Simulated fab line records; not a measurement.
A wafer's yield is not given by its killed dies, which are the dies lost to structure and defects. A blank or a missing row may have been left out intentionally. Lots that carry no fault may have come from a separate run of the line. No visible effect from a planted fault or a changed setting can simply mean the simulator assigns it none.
Which tool is to blame? -- flow nand harc -- 72 wafers from 24 lots sampled at 6 of the route's 1302 steps

## WHAT THE GAUGES SHOWED, per wafer
NHARC_P_M0_INSPECT_27. Usual: raw defect count 321, standard deviation 130.
lot,measured,on,raw defect count,flag
L074,day 6 05:19,defect inspect-02,270 189 208,
L075,day 6 11:52,defect inspect-02,380 322 246,
L076,day 6 21:00,defect inspect-02,344 200 218,
L077,day 7 10:36,defect inspect-02,621 362 436,
L078,day 7 18:31,defect inspect-02,152 455 610,
L079,day 8 09:19,defect inspect-01,271 300 523,
L080,day 8 19:56,defect inspect-01,456 231 264,
L081,day 8 23:14,defect inspect-01,280 266 325,
L082,day 9 22:43,defect inspect-01,283 199 226,
L083,day 10 02:37,defect inspect-02,251 191 136,
L084,day 10 11:04,defect inspect-01,241 261 210,
L085,day 10 15:40,defect inspect-01,465 385 469,
L086,day 11 00:22,defect inspect-02,215 161 304,
L087,day 12 04:44,defect inspect-01,258 294 716,
L089,day 12 05:08,defect inspect-01,257 261 176,
L088,day 12 05:52,defect inspect-02,377 345 688,
L090,day 12 20:32,defect inspect-01,386 327 244,
L091,day 13 05:50,defect inspect-01,418 353 299,
L092,day 14 01:06,defect inspect-01,123 215 300,
L093,day 14 04:37,defect inspect-02,260 376 806,
L094,day 14 10:42,defect inspect-01,344 242 331,
L095,day 15 04:11,defect inspect-02,359 259 223,
L096,day 15 04:29,defect inspect-02,483 512 387,
L097,day 15 20:08,defect inspect-02,187 184 246,

## TOOL THAT RAN EACH LOT (tool first, then ch and the chambers of the sampled wafers, then the start)
lot,NHARC_P_CONTACT_DEP_00,NHARC_P_CONTACT_ETCH_36,NHARC_P_M0_ETCH_34,NHARC_P_M0_DEGAS_28,NHARC_P_M0_ANNEAL_30
L074,"pecvd-02 ch 0,2, day 6 02:52 or earlier","rie diel-11 ch 0,3, day 6 02:52 or earlier","rie diel-04 ch 0,3, day 6 02:52","pvd sputter-02, day 6 03:44","rtp anneal-02 ch 0, day 6 04:31"
L075,"pecvd-02 ch 0,1, day 6 09:29 or earlier","rie diel-08 ch 2,3, day 6 09:29 or earlier","rie diel-09 ch 1,2, day 6 09:29","pvd sputter-02, day 6 10:19","rtp anneal-02 ch 0, day 6 11:09"
L076,"pecvd-03 ch 0,2, day 6 18:37 or earlier","rie diel-11 ch 0,2,3, day 6 18:37 or earlier","rie diel-05 ch 0,2,3, day 6 18:37","pvd sputter-02, day 6 19:27","rtp anneal-02 ch 0, day 6 20:14"
L077,"pecvd-02 ch 0,1,2, day 7 08:11 or earlier","rie diel-12 ch 0,1,2, day 7 08:11 or earlier","rie diel-09 ch 0,1,2, day 7 08:11","pvd sputter-03, day 7 09:01","rtp anneal-02 ch 0, day 7 09:47"
L078,"pecvd-01 ch 0,1,2, day 7 16:05 or earlier","rie diel-12 ch 0,1,3, day 7 16:05 or earlier","rie diel-09 ch 0,1,2, day 7 16:05","pvd sputter-03, day 7 16:58","rtp anneal-01 ch 0, day 7 17:43"
L079,"pecvd-01 ch 0,1,2, day 8 06:55 or earlier","rie diel-08 ch 2,3, day 8 06:55 or earlier","rie diel-09 ch 1,2, day 8 06:55","pvd sputter-02, day 8 07:45","rtp anneal-01 ch 0, day 8 08:32"
L080,"pecvd-01 ch 0,1, day 8 17:26 or earlier","rie diel-08 ch 0,1,2, day 8 17:26 or earlier","rie diel-05 ch 0,1,2, day 8 17:26","pvd sputter-02, day 8 18:23","rtp anneal-01 ch 0, day 8 19:07"
L081,"pecvd-02 ch 1,2, day 8 14:55","rie diel-12 ch 0,3, day 8 20:51 or earlier","rie diel-04 ch 0,2,3, day 8 20:51","pvd sputter-02, day 8 21:40","rtp anneal-02 ch 0, day 8 22:25"
L082,"pecvd-01 ch 0,1, day 9 20:13 or earlier","rie diel-11 ch 0,3, day 9 20:13 or earlier","rie diel-09 ch 0,1,2, day 9 20:13","pvd sputter-03, day 9 21:03","rtp anneal-01 ch 0, day 9 21:49"
L083,"pecvd-01 ch 0,1,2, day 10 00:14 or earlier","rie diel-08 ch 0,1,2, day 10 00:14 or earlier","rie diel-05 ch 1,2,3, day 10 00:14","pvd sputter-02, day 10 01:04","rtp anneal-01 ch 0, day 10 01:51"
L084,"pecvd-02 ch 0,1, day 10 08:41 or earlier","rie diel-08 ch 1,2,3, day 10 08:41 or earlier","rie diel-05 ch 1,2, day 10 08:41","pvd sputter-01, day 10 09:31","rtp anneal-01 ch 0, day 10 10:18"
L085,"pecvd-01 ch 0,1, day 10 13:10 or earlier","rie diel-12 ch 1,2, day 10 13:10 or earlier","rie diel-09 ch 1,2,3, day 10 13:10","pvd sputter-02, day 10 13:59","rtp anneal-01 ch 0, day 10 14:58"
L086,"pecvd-03 ch 0,1,2, day 10 21:59 or earlier","rie diel-12 ch 0,2,3, day 10 21:59 or earlier","rie diel-09 ch 1,3, day 10 21:59","pvd sputter-03, day 10 22:49","rtp anneal-01 ch 0, day 10 23:36"
L087,"pecvd-02 ch 0,1,2, day 12 02:21 or earlier","rie diel-08 ch 0,1,3, day 12 02:21 or earlier","rie diel-05 ch 0,2,3, day 12 02:21","pvd sputter-03, day 12 03:10","rtp anneal-01 ch 0, day 12 03:58"
L089,"pecvd-01 ch 0,1, day 12 02:37 or earlier","rie diel-12 ch 2,3, day 12 02:37 or earlier","rie diel-09 ch 1,2, day 12 02:37","pvd sputter-02, day 12 03:34","rtp anneal-02 ch 0, day 12 04:18"
L088,"pecvd-02 ch 1,2, day 12 03:26 or earlier","rie diel-12 ch 0,1,3, day 12 03:26 or earlier","rie diel-04 ch 1,2,3, day 12 03:26","pvd sputter-01, day 12 04:20","rtp anneal-01 ch 0, day 12 05:04"
L090,"pecvd-02 ch 1,2, day 12 18:08 or earlier","rie diel-12 ch 0,1,2, day 12 18:08 or earlier","rie diel-09 ch 0,3, day 12 18:08","pvd sputter-01, day 12 18:58","rtp anneal-02 ch 0, day 12 19:46"
L091,"pecvd-02 ch 1,2, day 13 03:04 or earlier","rie diel-11 ch 0,1,2, day 13 03:04 or earlier","rie diel-04 ch 0,3, day 13 03:04","pvd sputter-01, day 13 04:09","rtp anneal-01 ch 0, day 13 05:01"
L092,"pecvd-03 ch 0,1, day 13 22:41 or earlier","rie diel-08 ch 0,1,2, day 13 22:41 or earlier","rie diel-09 ch 0,1,3, day 13 22:41","pvd sputter-01, day 13 23:31","rtp anneal-01 ch 0, day 14 00:17"
L093,"pecvd-03 ch 0,2, day 14 02:13 or earlier","rie diel-11 ch 2,3, day 14 02:13 or earlier","rie diel-04 ch 2,3, day 14 02:13","pvd sputter-02, day 14 03:02","rtp anneal-02 ch 0, day 14 03:55"
L094,"pecvd-03 ch 0,1,2, day 14 08:18 or earlier","rie diel-11 ch 0,1,2, day 14 08:18 or earlier","rie diel-04 ch 0,2, day 14 08:18","pvd sputter-03, day 14 09:08","rtp anneal-01 ch 0, day 14 09:56"
L095,"pecvd-03 ch 0,1,2, day 15 01:46 or earlier","rie diel-08 ch 1,2,3, day 15 01:46 or earlier","rie diel-09 ch 0,1,3, day 15 01:46","pvd sputter-02, day 15 02:38","rtp anneal-02 ch 0, day 15 03:28"
L096,"pecvd-02 ch 0,2, day 14 19:58","rie diel-11 ch 1,2,3, day 15 01:54 or earlier","rie diel-04 ch 2,3, day 15 01:54","pvd sputter-03, day 15 02:44","rtp anneal-01 ch 0, day 15 03:43"
L097,"pecvd-01 ch 1,2, day 15 17:35 or earlier","rie diel-11 ch 1,2,3, day 15 17:35 or earlier","rie diel-04 ch 0,1,2, day 15 17:35","pvd sputter-02, day 15 18:34","rtp anneal-02 ch 0, day 15 19:22"
- NHARC_P_CONTACT_DEP_00: deposits SiO2, target thk 500 nm.
- NHARC_P_CONTACT_ETCH_36: etches the open film in N2/H2, target depth 260 nm, time 406.25 s.
- NHARC_P_M0_ETCH_34: etches the open film in N2/H2, target depth 40 nm, overetch 12 nm, time 43.94 s.
- NHARC_P_M0_DEGAS_28: time 60 s.
- NHARC_P_M0_ANNEAL_30: time 90 s.

## WHAT THE TOOLS THEMSELVES READ (means of the sampled wafers that have a number; where no wafer has one, the mark that the record gives instead)
NHARC_P_CONTACT_DEP_00. Usual: heater power w 562 W, standard deviation 120; mfc precursor sccm 161.4 sccm, standard deviation 0.47; showerhead vpp V 1877 V, standard deviation 96; throttle valve pct 15.8 %, standard deviation 0.45.
lot,tool,heater power w (W),mfc precursor sccm (sccm),showerhead vpp V (V),throttle valve pct (%),flag
L074,pecvd-02,658,161.7,1784,15.6,
L075,pecvd-02,666,161.1,1908,15.7,
L076,pecvd-03,445,161.7,1922,15.7,
L077,pecvd-02,616,161.3,1866,15.7,
L078,pecvd-01,552,161.1,1832,15.8,
L079,pecvd-01,578,161.6,1835,15.8,
L080,pecvd-01,554,160.7,1796,15.8,
L081,pecvd-02,612,161.1,1857,15.9,
L082,pecvd-01,540,161.1,1819,15.8,
L083,pecvd-01,557,161.3,1835,15.9,
L084,pecvd-02,623,161.8,1888,15.4,
L085,pecvd-01,541,161.3,1803,15.9,
L086,pecvd-03,449,161.7,1997,16.0,
L087,pecvd-02,653,161.6,1849,15.6,
L089,pecvd-01,529,161.5,1790,16.0,
L088,pecvd-02,670,161.4,1807,15.7,
L090,pecvd-02,654,161.7,1859,15.7,
L091,pecvd-02,620,161.5,1823,15.6,
L092,pecvd-03,397,161.5,1966,15.6,
L093,pecvd-03,431,161.2,1905,15.5,
L094,pecvd-03,436,161.7,1987,15.8,
L095,pecvd-03,464,161.5,1986,16.1,
L096,pecvd-02,665,161.1,1790,15.5,
L097,pecvd-01,553,161.2,1867,15.8,

NHARC_P_CONTACT_ETCH_36. Usual: chamber pressure mTorr 30.006 mTorr (standard deviation 0.026); drypump motor current A 5.6 A (standard deviation 0.48); n2 flow sccm 150.0 sccm (standard deviation 0.4); oes product au 0.999 a.u. (standard deviation 0.011); rf vpp V 431.8 V (standard deviation 2.2); showerhead plenum p Torr 2.09 Torr (standard deviation 0.074); throttle valve pct 14.171 % (standard deviation 0.0083).
lot,tool,chamber pressure mTorr (mTorr),drypump motor current A (A),n2 flow sccm (sccm),oes product au (a.u.),rf vpp V (V),showerhead plenum p Torr (Torr),throttle valve pct (%),flag
L074,rie diel-11,30.006,5.6,150.1,1.000,432.9,2.13,14.176,
L075,rie diel-08,29.998,6.3,150.0,0.999,431.4,2.07,14.168,
L076,rie diel-11,29.991,5.8,150.0,1.008,433.8,2.16,14.174,
L077,rie diel-12,30.009,5.4,149.8,0.996,430.7,2.01,14.178,
L078,rie diel-12,30.017,5.5,149.8,0.991,430.8,2.07,14.175,
L079,rie diel-08,29.980,6.3,150.1,0.996,431.4,2.07,14.167,
L080,rie diel-08,29.994,5.8,149.5,0.998,431.7,2.08,14.170,
L081,rie diel-12,30.004,5.5,149.9,1.000,431.8,2.10,14.167,
L082,rie diel-11,30.021,5.5,149.8,1.004,432.3,2.13,14.169,
L083,rie diel-08,29.995,5.9,150.0,0.998,430.5,2.08,14.168,
L084,rie diel-08,30.006,5.8,150.4,0.992,430.0,2.05,14.168,
L085,rie diel-12,30.006,5.3,149.7,0.999,430.7,2.01,14.179,
L086,rie diel-12,30.015,5.4,149.7,1.001,431.5,2.05,14.173,
L087,rie diel-08,29.989,5.5,150.1,0.999,432.0,2.09,14.163,
L089,rie diel-12,29.989,5.3,149.9,1.005,430.8,2.05,14.168,
L088,rie diel-12,30.043,5.5,150.5,1.001,431.9,2.07,14.173,
L090,rie diel-12,30.036,5.4,149.5,0.984,429.6,2.01,14.168,
L091,rie diel-11,29.988,5.4,150.3,0.994,431.9,2.10,14.175,
L092,rie diel-08,29.990,5.9,150.1,0.989,431.3,2.07,14.178,
L093,rie diel-11,29.998,5.9,149.6,1.016,434.6,2.19,14.171,
L094,rie diel-11,30.001,5.4,150.2,1.006,432.1,2.10,14.172,
L095,rie diel-08,30.004,5.8,150.0,0.995,430.7,2.05,14.172,
L096,rie diel-11,30.001,5.5,150.3,1.005,433.0,2.13,14.171,
L097,rie diel-11,30.021,5.5,149.8,1.006,432.9,2.13,14.168,

NHARC_P_M0_ETCH_34. Usual: chamber pressure mTorr 29.995 mTorr (standard deviation 0.026); drypump motor current A 5.5 A (standard deviation 0.53); n2 flow sccm 150.0 sccm (standard deviation 0.47); oes product au 1.002 a.u. (standard deviation 0.0083); rf vpp V 428.7 V (standard deviation 2.4); showerhead plenum p Torr 1.97 Torr (standard deviation 0.078); throttle valve pct 14.170 % (standard deviation 0.01).
lot,tool,chamber pressure mTorr (mTorr),drypump motor current A (A),n2 flow sccm (sccm),oes product au (a.u.),rf vpp V (V),showerhead plenum p Torr (Torr),throttle valve pct (%),flag
L074,rie diel-04,30.000,6.2,149.7,0.989,427.9,1.95,14.167,
L075,rie diel-09,29.989,5.1,150.2,1.012,427.0,1.93,14.164,
L076,rie diel-05,29.965,5.7,150.1,1.006,429.2,2.00,14.162,
L077,rie diel-09,30.003,5.3,149.8,1.005,428.0,1.95,14.158,
L078,rie diel-09,30.018,5.3,150.0,1.003,428.5,1.95,14.167,
L079,rie diel-09,30.007,5.1,150.0,1.002,427.8,1.92,14.167,
L080,rie diel-05,29.995,5.5,149.7,0.993,429.8,2.00,14.171,
L081,rie diel-04,29.981,5.7,150.1,0.999,430.5,2.01,14.170,
L082,rie diel-09,30.009,5.3,150.0,1.002,428.0,1.95,14.174,
L083,rie diel-05,29.986,5.3,149.9,1.007,430.9,2.05,14.170,
L084,rie diel-05,29.976,5.4,150.3,1.007,428.8,1.98,14.171,
L085,rie diel-09,30.000,5.4,149.6,0.994,427.3,1.91,14.169,
L086,rie diel-09,29.964,5.9,150.1,0.997,427.4,1.90,14.168,
L087,rie diel-05,29.995,5.6,150.0,1.011,429.0,1.99,14.168,
L089,rie diel-09,29.992,5.6,150.0,0.995,426.6,1.91,14.172,
L088,rie diel-04,30.000,5.8,150.1,1.004,429.0,2.00,14.159,
L090,rie diel-09,30.000,5.4,150.2,0.999,427.5,1.92,14.183,
L091,rie diel-04,30.020,6.2,150.4,0.993,428.2,1.93,14.189,
L092,rie diel-09,29.984,5.6,150.0,0.995,426.9,1.93,14.174,
L093,rie diel-04,29.990,5.6,149.8,1.007,429.0,2.02,14.174,
L094,rie diel-04,29.994,5.4,149.5,1.004,430.7,2.04,14.168,
L095,rie diel-09,29.987,5.6,150.2,1.011,427.0,1.93,14.157,
L096,rie diel-04,29.984,5.7,150.6,1.011,429.7,2.02,14.170,
L097,rie diel-04,30.006,5.4,149.7,1.003,429.8,2.02,14.170,

NHARC_P_M0_DEGAS_28. Usual: heater power w 333 W, standard deviation 33.
lot,tool,heater power w (W),flag
L074,pvd sputter-02,339,
L075,pvd sputter-02,335,
L076,pvd sputter-02,358,
L077,pvd sputter-03,338,
L078,pvd sputter-03,347,
L079,pvd sputter-02,325,
L080,pvd sputter-02,322,
L081,pvd sputter-02,352,
L082,pvd sputter-03,317,
L083,pvd sputter-02,343,
L084,pvd sputter-01,284,
L085,pvd sputter-02,352,
L086,pvd sputter-03,321,
L087,pvd sputter-03,345,
L089,pvd sputter-02,352,
L088,pvd sputter-01,330,
L090,pvd sputter-01,336,
L091,pvd sputter-01,299,
L092,pvd sputter-01,280,
L093,pvd sputter-02,314,
L094,pvd sputter-03,330,
L095,pvd sputter-02,326,
L096,pvd sputter-03,319,
L097,pvd sputter-02,341,

NHARC_P_M0_ANNEAL_30. Usual: anneal temp c max 226.21, standard deviation 0.26; wafer_temp_C_max 226.5, standard deviation 0.31.
lot,tool,anneal temp c max,wafer_temp_C_max,flag
L074,rtp anneal-02,226.00,226.8,
L075,rtp anneal-02,226.26,226.6,
L076,rtp anneal-02,226.21,226.6,
L077,rtp anneal-02,226.47,226.9,
L078,rtp anneal-01,226.17,226.3,
L079,rtp anneal-01,226.25,226.8,
L080,rtp anneal-01,226.11,226.4,
L081,rtp anneal-02,226.17,226.8,
L082,rtp anneal-01,226.15,226.4,
L083,rtp anneal-01,226.32,226.3,
L084,rtp anneal-01,226.21,226.3,
L085,rtp anneal-01,226.33,226.6,
L086,rtp anneal-01,226.35,226.3,
L087,rtp anneal-01,226.18,226.6,
L089,rtp anneal-02,226.14,226.6,
L088,rtp anneal-01,226.00,226.1,
L090,rtp anneal-02,226.13,226.6,
L091,rtp anneal-01,226.47,226.7,
L092,rtp anneal-01,226.30,226.6,
L093,rtp anneal-02,225.94,226.8,
L094,rtp anneal-01,226.06,226.3,
L095,rtp anneal-02,226.24,226.8,
L096,rtp anneal-01,226.47,226.6,
L097,rtp anneal-02,225.68,226.3,

## THE ANSWER, worked out from the rows above alone
Rule: take the mean of a lot's wafers that have a number; if it is more than 3 standard deviations from the usual mean, the lot is off. Also off: a lot with no number at a reading for which 4 or more lots have one. Where the step has rows for the other lots, those lots are counted as sound. Order of review: gauges by route order, followed by the tools' own readings, for which a lot's mean as printed above is used. The first step at which some lot is off is used, and at that step the reading that is off furthest; a lot without a number counts as furthest.
Across all readings shown, no lot is off: no conclusion can be drawn from this.

## WHAT HAD BEEN PUT IN BY THE SIMULATOR
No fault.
